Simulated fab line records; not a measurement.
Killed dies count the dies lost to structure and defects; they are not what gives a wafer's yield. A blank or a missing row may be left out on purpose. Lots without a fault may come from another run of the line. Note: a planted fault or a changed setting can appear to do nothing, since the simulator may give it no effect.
Split-lot study | flow n5Finfet | 21 wafers read from 7 lots, route of 1938 steps

SPLIT DETAILS
At N5_BEOL_M15_TRENCH_ETCH_34 (etches SiO2 in C4F8/O2/Ar, target depth 872.93 nm, time 199 s), the setting biasW was moved away from the recipe's 2040 W on 9 of the 21 wafers read, by -15.3% to +13.8%. The other wafers ran this setting at the recipe's value.

The reading is taken at the split's own step.

THE READING
rfVppV, in V, at N5_BEOL_M15_TRENCH_ETCH_34 (etches SiO2 in C4F8/O2/Ar, target depth 872.93 nm, time 199 s). Fault-free wafers of this fab line usually give 2226 V, standard deviation 31 V.

wafer  | tool, chamber at the split | biasW as run, W | against the recipe | rfVppV, V | against lot-mates on the recipe
L081.1 | rieDiel-06, 2              | 2040            | recipe             | 2220      | -
L081.3 | rieDiel-06, 0              | 2040            | recipe             | 2232      | -
L081.6 | rieDiel-06, 2              | 2040            | recipe             | 2221      | -
L084.4 | rieDiel-06, 2              | 2040            | recipe             | 2220      | -
L084.5 | rieDiel-06, 0              | 1727            | -15.3%             | 1982      | -242
L084.6 | rieDiel-06, 1              | 2040            | recipe             | 2228      | -
L088.2 | rieDiel-05, 1              | 2040            | recipe             | 2231      | -
L088.5 | rieDiel-05, 0              | 1811            | -11.2%             | 2078      | -153
L088.6 | rieDiel-05, 1              | 1811            | -11.2%             | 2051      | -180
L087.1 | rieDiel-06, 0              | 2040            | recipe             | 2232      | -
L087.4 | rieDiel-06, 2              | 2321            | +13.8%             | 2425      | +193
L087.5 | rieDiel-06, 1              | 2321            | +13.8%             | 2434      | +202
L089.3 | rieDiel-05, 0              | 2040            | recipe             | 2259      | -
L089.5 | rieDiel-05, 0              | 2040            | recipe             | 2259      | -
L089.6 | rieDiel-05, 3              | 2040            | recipe             | 2220      | -
L095.1 | rieDiel-01, 0              | 1876            | -8.0%              | 2081      | -88
L095.3 | rieDiel-01, 2              | 2040            | recipe             | 2169      | -
L095.6 | rieDiel-01, 2              | 1876            | -8.0%              | 2045      | -124
L097.1 | rieDiel-05, 2              | 2247            | +10.1%             | 2425      | +193
L097.5 | rieDiel-05, 1              | 2040            | recipe             | 2232      | -
L097.6 | rieDiel-05, 2              | 2247            | +10.1%             | 2425      | +193

THE FIT
A straight line over all 21 wafers: rfVppV changes by +16.3 V for each +1% of biasW; r = +0.98; the points scatter about the line by 26 V.
The same after taking each lot's own level away (the mean of its wafers on the recipe; 21 wafers): +15.4 V for each +1%; r = +0.99; scatter 17 V.
The reading moves by 2.4e+02 V for the largest change in biasW, on that fit.
The lots' own levels span 2169.0 to 2246.0 V, that is 2.5 times the standard deviation above.
So the lot-to-lot level changes the slope little: the two slopes agree.
Check: with one of the wafers moved furthest among these (-15.3%) left out of the fit, the line predicts -230 V for it against its lot-mates. Against them it came out at -242 V.
Tool readings at the split's step, against how far the setting was moved: rfVppV r = +0.98.

OTHER SPLITS ON THESE WAFERS
Other splits were also applied to these wafers ahead of the reading. Each is held against what the fit with the lots' levels taken away leaves over:
other split on the same wafers | wafers away from the commonest value | r with rfVppV (lot level and that fit taken away)
N5_BEOL_M15_PEB_26 pebTempC    | 7                                    | +0.22

FILE'S OWN FIT
rfVppV changes by +15.5 V for each +1% of biasW, r = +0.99.
